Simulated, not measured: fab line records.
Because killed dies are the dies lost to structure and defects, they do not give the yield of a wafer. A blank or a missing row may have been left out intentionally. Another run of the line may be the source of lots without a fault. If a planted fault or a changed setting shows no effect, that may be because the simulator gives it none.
Split-lot trial | flow n5Finfet | on a route of 1938 steps: 7 lots, 21 wafers read

SPLIT DETAILS
At N5_BEOL_M14_SPUTTER_44 (material Ta, target thk 15 nm, time 24.19 s), the setting timeS was moved away from the recipe's 24.19 s on 7 of the 21 wafers read, by -10.8% to +14.5%. All remaining wafers had this setting at the recipe value.

The reading is taken at the split's own step.

THE READING
Ta_of_BEOL_M14_SPUTTER_44.thkNm (the simulator's own value, which no gauge read), in nm, at N5_BEOL_M14_SPUTTER_44 (material Ta, target thk 15 nm, time 24.19 s). No usual value for it is given in the file. Average 14.9 nm, standard deviation 0.21 nm, over the 14 wafers here run with the recipe.

wafer  | tool, chamber at the split | timeS as run, s | against the recipe | Ta_of_BEOL_M14_SPUTTER_44.thkNm, nm | against lot-mates on the recipe
L075.1 | pvdSputter-02, -           | 24.19           | recipe             | 14.8                                | -
L075.3 | pvdSputter-02, -           | 24.19           | recipe             | 15                                  | -
L075.4 | pvdSputter-02, -           | 22.54           | -6.8%              | 13.8                                | -1.1
L078.2 | pvdSputter-02, -           | 27.69           | +14.5%             | 17                                  | +2.2
L078.4 | pvdSputter-02, -           | 24.19           | recipe             | 15                                  | -
L078.5 | pvdSputter-02, -           | 24.19           | recipe             | 14.6                                | -
L077.2 | pvdSputter-03, -           | 24.19           | recipe             | 15.2                                | -
L077.3 | pvdSputter-03, -           | 24.19           | recipe             | 15                                  | -
L077.4 | pvdSputter-03, -           | 24.19           | recipe             | 14.8                                | -
L081.3 | pvdSputter-02, -           | 27.57           | +14.0%             | 17                                  | +2.0
L081.4 | pvdSputter-02, -           | 24.19           | recipe             | 15.2                                | -
L081.6 | pvdSputter-02, -           | 24.19           | recipe             | 14.8                                | -
L079.3 | pvdSputter-03, -           | 24.19           | recipe             | 14.8                                | -
L079.4 | pvdSputter-03, -           | 21.58           | -10.8%             | 13.4                                | -1.4
L079.6 | pvdSputter-03, -           | 21.58           | -10.8%             | 13.2                                | -1.6
L082.2 | pvdSputter-01, -           | 25.52           | +5.5%              | 16.2                                | +0.8
L082.4 | pvdSputter-01, -           | 25.52           | +5.5%              | 16.4                                | +1.0
L082.5 | pvdSputter-01, -           | 24.19           | recipe             | 15.4                                | -
L088.3 | pvdSputter-03, -           | 24.19           | recipe             | 14.8                                | -
L088.5 | pvdSputter-03, -           | 24.19           | recipe             | 14.8                                | -
L088.6 | pvdSputter-03, -           | 24.19           | recipe             | 15                                  | -

THE FIT
A straight line over all 21 wafers: Ta_of_BEOL_M14_SPUTTER_44.thkNm changes by +0.156 nm for each +1% of timeS; r = +0.97; the points scatter about the line by 0.25 nm.
The same after taking each lot's own level away (the mean of its wafers on the recipe; 21 wafers): +0.147 nm for each +1%; r = +0.99; scatter 0.14 nm.
That fit puts the effect of the largest move of timeS on the reading at 2.1 nm.
The span of the lots' own levels, 14.80 to 15.40 nm, comes to 2.9 times the standard deviation stated above.
Hence the lot-to-lot level has little effect on the slope; both slopes agree.
Check: for one of the wafers moved furthest among these (+14.5%), held out of the fit, the line's prediction against its lot-mates is +2.11 nm. It came out at +2.2 nm against them.

ADDITIONAL SPLITS CARRIED BY THESE WAFERS
Before the reading, these wafers also passed through other splits. Each is held against what the fit with the lots' levels taken away leaves over:
other split on the same wafers  | wafers away from the commonest value | r with Ta_of_BEOL_M14_SPUTTER_44.thkNm (lot level and that fit taken away)
N5_BEOL_M11_COAT_22 spinRpm     | 6                                    | -0.36
N5_BEOL_M13_ILD_DEP_00 timeS    | 6                                    | -0.11
N5_BEOL_M13_COAT_04 spinRpm     | 7                                    | -0.05
N5_BEOL_M13_SPUTTER_43 timeS    | 9                                    | +0.14
N5_BEOL_M13_CMP_49 downForcePsi | 4                                    | -0.07

THE FILE'S OWN FIT
Ta_of_BEOL_M14_SPUTTER_44.thkNm changes by +0.148 nm for each +1% of timeS, r = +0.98.
